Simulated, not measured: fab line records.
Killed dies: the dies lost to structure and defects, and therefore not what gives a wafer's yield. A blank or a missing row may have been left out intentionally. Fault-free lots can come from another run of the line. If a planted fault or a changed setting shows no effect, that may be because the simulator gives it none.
Chamber matching | flow n5-finfet | 4 sister chambers for N5_PMOS_HMC_CHANNEL_EPI_STRIP_33 on rie-diel-02
The step strips in N2/H2. 4 wafers are shown with their chamber, then 9 later ones without.

== WAFERS, EACH WITH ITS CHAMBER ==
wafer  | chamber | showerhead-plenum-p-Torr (Torr)
L078.3 | 2       | 3.29
L088.2 | 0       | 3.45
L088.4 | 1       | 3.23
L088.5 | 3       | 3.23

== WAFERS WITH NO CHAMBER GIVEN ==
wafer  | showerhead-plenum-p-Torr (Torr)
L089.2 | 3.44
L089.4 | 3.23
L089.5 | 3.44
L091.1 | 3.28
L091.4 | 3.23
L091.6 | 3.28
L095.1 | 3.28
L095.2 | 3.44
L095.4 | 3.23

== CHAMBER TAKEN BY EACH ==
wafer  | from the rows above     | in truth
L089.2 | 0                       | 0
L089.4 | can't be placed: 1 or 3 | 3
L089.5 | 0                       | 0
L091.1 | 2                       | 2
L091.4 | can't be placed: 1 or 3 | 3
L091.6 | 2                       | 2
L095.1 | 2                       | 2
L095.2 | 0                       | 0
L095.4 | can't be placed: 1 or 3 | 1
6 of 9 placed correctly. Can't be placed from these rows: 3 (the true chamber is among the candidates in 3). Placed wrongly: 0.
How it was worked out, from the rows above alone: a wafer's distance from a chamber is the root of the sum, over the readings, of the square of ((its reading less the chamber's mean) divided by the reading's scatter). If the next closest chamber is less than 2 further off than the closest, the wafer can't be placed; otherwise it belongs to the closest. A chamber's mean is the mean of its shown wafers. The scatter (one wafer shown for each chamber): square how far every hidden wafer sits from the nearest shown wafer, average those squares and take the square root.
